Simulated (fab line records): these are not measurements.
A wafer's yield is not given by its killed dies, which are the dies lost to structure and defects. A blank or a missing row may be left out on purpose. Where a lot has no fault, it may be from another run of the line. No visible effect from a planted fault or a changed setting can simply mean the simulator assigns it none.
Chamber matching :: flow nandHarc :: NHARC_P_M1_PRE_CLEAN_32 on pecvd-02: 3 sister chambers
The step time 12 s. 3 wafers are shown with their chamber, then 7 later ones without.

WAFERS WITH THEIR CHAMBER
wafer: L713.1
chamber: 0
susceptorTempC (C): 369.70

wafer: L714.1
chamber: 1
susceptorTempC (C): 370.04

wafer: L714.3
chamber: 2
susceptorTempC (C): 369.97

WAFERS WHOSE CHAMBER IS MISSING
wafer: L714.6
susceptorTempC (C): 369.92

wafer: L716.3
susceptorTempC (C): 369.88

wafer: L716.4
susceptorTempC (C): 369.75

wafer: L716.5
susceptorTempC (C): 369.50

wafer: L718.3
susceptorTempC (C): 370.12

wafer: L718.5
susceptorTempC (C): 369.93

wafer: L718.6
susceptorTempC (C): 370.36

WHICH CHAMBER EACH WENT THROUGH
wafer: L714.6
from the rows above: can't be placed: 2 or 1 or 0
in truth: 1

wafer: L716.3
from the rows above: can't be placed: 2 or 1 or 0
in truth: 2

wafer: L716.4
from the rows above: can't be placed: 0 or 2 or 1
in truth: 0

wafer: L716.5
from the rows above: can't be placed: 0 or 2
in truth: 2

wafer: L718.3
from the rows above: can't be placed: 1 or 2
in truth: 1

wafer: L718.5
from the rows above: can't be placed: 2 or 1 or 0
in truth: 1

wafer: L718.6
from the rows above: can't be placed: 1 or 2
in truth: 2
Correctly placed: 0 of 7. Not placeable from these rows: 7 (in 7, the candidates include the true chamber). 0 placed wrongly.
How it was worked out, from the rows above alone: a wafer's distance from a chamber is the root of the sum, over the readings, of the square of ((its reading less the chamber's mean) divided by the reading's scatter). The wafer belongs to the nearest chamber; if the next one is less than 2 further off, it can't be placed. For every chamber, the mean is computed from those of its wafers that are shown. The scatter (one wafer shown for each chamber): square how far every hidden wafer sits from the nearest shown wafer, average those squares and take the square root.
